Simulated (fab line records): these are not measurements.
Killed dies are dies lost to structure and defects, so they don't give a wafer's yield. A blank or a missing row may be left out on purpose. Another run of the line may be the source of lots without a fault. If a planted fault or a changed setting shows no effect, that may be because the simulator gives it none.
Chamber matching / flow n5Finfet / rieDiel-06 running N5_FIN_SAQP_STRIP_55: 4 sister chambers
The step strips in N2/H2. 4 wafers are shown with their chamber, then 7 later ones without.

== WAFERS WITH THEIR CHAMBER ==
wafer=L084.3; chamber=0; drypumpMotorCurrentA (A)=5.7
wafer=L084.6; chamber=1; drypumpMotorCurrentA (A)=6.5
wafer=L093.1; chamber=2; drypumpMotorCurrentA (A)=5.4
wafer=L093.4; chamber=3; drypumpMotorCurrentA (A)=5.3

== WAFERS WHOSE CHAMBER IS MISSING ==
wafer=L093.5; drypumpMotorCurrentA (A)=5.3
wafer=L094.2; drypumpMotorCurrentA (A)=5.4
wafer=L094.5; drypumpMotorCurrentA (A)=5.7
wafer=L094.6; drypumpMotorCurrentA (A)=6.5
wafer=L095.1; drypumpMotorCurrentA (A)=5.8
wafer=L095.3; drypumpMotorCurrentA (A)=5.3
wafer=L095.4; drypumpMotorCurrentA (A)=6.5

== WHICH CHAMBER EACH WENT THROUGH ==
wafer=L093.5; from the rows above=3; in truth=3
wafer=L094.2; from the rows above=2; in truth=2
wafer=L094.5; from the rows above=0; in truth=0
wafer=L094.6; from the rows above=1; in truth=1
wafer=L095.1; from the rows above=0; in truth=0
wafer=L095.3; from the rows above=3; in truth=3
wafer=L095.4; from the rows above=1; in truth=1
Placed correctly: 7 of 7. Left unplaced by these rows: 0. Wrongly placed: 0.
How it was worked out, from the rows above alone: a wafer's distance from a chamber is the root of the sum, over the readings, of the square of ((its reading less the chamber's mean) divided by the reading's scatter). The wafer belongs to the nearest chamber; if the next one is less than 2 further off, it can't be placed. A chamber's mean is the mean of its shown wafers. The scatter: with one shown wafer a chamber, the root of the mean of the squares of how far each hidden wafer lies from its nearest shown one.
